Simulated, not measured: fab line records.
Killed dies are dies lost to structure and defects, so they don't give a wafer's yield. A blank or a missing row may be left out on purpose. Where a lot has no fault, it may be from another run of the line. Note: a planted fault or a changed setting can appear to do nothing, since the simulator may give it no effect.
Matching of chambers    flow n5 finfet    N5_BEOL_M3_DESCUM_33 on rie diel-01: 4 sister chambers
The step chemistry O2, time 7 s. 20 wafers are shown with their chamber, then 10 later ones without.

== WAFERS PAIRED WITH THEIR CHAMBERS ==
wafer   chamber  showerhead plenum p Torr (Torr)  drypump motor current A (A)  throttle valve pct (%)
L075.1  3        2.13                             5.4                          20.36
L075.4  2        2.06                             5.5                          20.57
L075.5  2        2.06                             5.5                          20.55
L077.2  3        2.13                             5.4                          20.37
L077.5  0        2.23                             5.1                          20.47
L077.6  3        2.13                             5.4                          20.36
L080.3  2        2.06                             5.6                          20.58
L080.5  1        2.23                             5.9                          19.99
L080.6  2        2.06                             5.6                          20.58
L082.1  1        2.23                             6.0                          20.00
L082.4  0        2.23                             5.1                          20.48
L082.5  3        2.13                             5.4                          20.36
L087.1  1        2.23                             6.0                          20.00
L087.3  3        2.12                             5.4                          20.38
L087.5  3        2.12                             5.4                          20.37
L088.2  1        2.22                             6.0                          20.02
L088.3  2        2.06                             5.6                          20.21
L088.5  1        2.22                             6.0                          20.03
L090.3  2        2.05                             5.6                          20.21
L090.5  3        2.12                             5.4                          20.39

SIGNATURES (means of the wafers above)
reading                   chamber 0  chamber 1  chamber 2  chamber 3  scatter within a chamber
showerhead plenum p Torr  2.2300     2.2260     2.0583     2.1257     0.00484
drypump motor current A   5.100      5.980      5.567      5.400      0.0365
throttle valve pct        20.4750    20.0080    20.4500    20.3700    0.105
Rule: a wafer lies at a distance from a chamber equal to the root of the sum of squares, over the readings, of (its reading less the chamber's mean, divided by the reading's scatter). If the next closest chamber is less than 2 further off than the closest, the wafer can't be placed; otherwise it belongs to the closest. The scatter: the root of (the sum of the squares of (reading less its chamber's mean) over the shown wafers, divided by (wafers less chambers)).

== WAFERS WITHOUT THEIR CHAMBER ==
wafer   showerhead plenum p Torr (Torr)  drypump motor current A (A)  throttle valve pct (%)
L090.6  2.06                             5.5                          20.22
L091.2  2.06                             5.6                          20.22
L091.4  2.12                             5.4                          20.40
L091.5  2.22                             5.9                          20.03
L093.1  2.12                             5.4                          20.40
L093.3  2.22                             5.0                          20.50
L093.6  2.22                             5.0                          20.51
L094.2  2.05                             5.6                          20.22
L094.3  2.22                             6.0                          20.04
L094.5  2.22                             6.0                          20.04

== EACH ONE'S CHAMBER ==
wafer   from the rows above  in truth
L090.6  2                    2
L091.2  2                    2
L091.4  3                    3
L091.5  1                    1
L093.1  3                    3
L093.3  0                    0
L093.6  0                    0
L094.2  2                    2
L094.3  1                    1
L094.5  1                    1
Placed correctly: 10 of 10. Can't be placed from these rows: 0. Placed wrongly: 0.
